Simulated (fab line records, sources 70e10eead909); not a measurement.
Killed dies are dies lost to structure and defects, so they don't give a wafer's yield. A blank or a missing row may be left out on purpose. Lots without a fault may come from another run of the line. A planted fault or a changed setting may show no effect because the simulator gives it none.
A struck lot beside a sound one | flow nand_harc | 15 steps out of a route of 1302
Sound: wafers L359.1, L359.2, L359.6. Struck: wafers L351.3, L351.4, L351.5. The cause comes at the end.
At each step with rows: each side's tool, then ch and its chambers, then its first start. Under that, the readings that differ: sound wafers | struck wafers | difference of the means | sigmas: that difference in standard deviations of wafers without a fault.
alike: readings whose means differ by less than 2 such deviations, and words and numbers that are the same on both sides. not compared: withheld readings, readings that some wafer has no value for, bounds like >300 that may hide the same value, and numbers for which the record gives no deviation and whose values overlap.
The two part at a step that has a row with sigmas, a row that says differs or no value, or rows on one side only. Numbers that don't overlap but have no deviation are shown without sigmas and don't part them. A reading that every wafer of one side lacks parts them only if that side has two wafers or more.

first, 2 steps without rows for these wafers: NHARC_A_CONTACT_STRIP_100 (strips in CF4/CHF3); NHARC_A_CONTACT_STRIP_101 (strips in O2/COS).
NHARC_A_CONTACT_ETCH_102: etches the open film in CF4/O2, target depth 100 nm, overetch 10 nm, time 55 s.
  sound on rie_diel-10 ch 0,1,3, day 29 17:53; struck on rie_diel-13 ch 0,2,3, day 26 05:36
  alike: cf4_flow_sccm, drypump_motor_current_A, oes_o_777_au, oes_product_au, rf_vpp_V, showerhead_plenum_p_Torr, throttle_valve_pct
  not compared: rf_hours_counter_h
NHARC_A_CONTACT_STRIP_55: strips in O2.
  sound on rie_diel-10 ch 1,2; struck on rie_diel-13 ch 0,1,3
  alike: drypump_motor_current_A, oes_product_au, rf_vpp_V, showerhead_plenum_p_Torr, throttle_valve_pct
  not compared: rf_hours_counter_h
then, 1 step without rows for these wafers: NHARC_A_CONTACT_STRIP_56 (strips in post etch residue remover, time 600 s).
NHARC_A_CONTACT_DEP_57: deposits aC, target thk 5300 nm.
  sound on acl_dep-02 ch 0, day 29 18:32; struck on acl_dep-03 ch 0, day 26 08:15
  reading              | sound | struck               | difference                   | sigmas
  susceptor_temp_C (C) | - - - | 400.28 399.57 399.75 | no value on the sound wafers |
  alike: throttle_valve_pct
NHARC_A_CONTACT_DEP_58: deposits SiON, target thk 90 nm.
  sound on pecvd-02 ch 0,2, day 29 21:44; struck on pecvd-03 ch 0,1, day 26 10:25
  alike: heater_power_w, susceptor_temp_C
then, 5 steps without rows for these wafers: NHARC_A_CONTACT_DEHYDRATE_59 (time 120 s); NHARC_A_CONTACT_HMDS_60 (time 30 s); NHARC_A_CONTACT_COAT_61 (time 75 s); NHARC_A_CONTACT_COAT_62 (time 65 s); NHARC_A_CONTACT_COAT_63 (resist thk 90 nm).
NHARC_A_CONTACT_SOFTBAKE_64: time 55 s.
  sound on litho_track-01 ch 0, day 29 22:00; struck on litho_track-04 ch 0, day 26 10:00
  reading                  | sound                | struck               | difference | sigmas
  heater_power_total_W (W) | 188.40 188.44 188.58 | 222.61 222.93 222.43 | +34.18     | +99 or more
then, 2 steps without rows for these wafers: NHARC_A_CONTACT_EBR_65; NHARC_END_SORT_01.

WHERE THEY PART
First at NHARC_A_CONTACT_DEP_57; last, within this record, at NHARC_A_CONTACT_SOFTBAKE_64.

WHY: what the simulator had put in
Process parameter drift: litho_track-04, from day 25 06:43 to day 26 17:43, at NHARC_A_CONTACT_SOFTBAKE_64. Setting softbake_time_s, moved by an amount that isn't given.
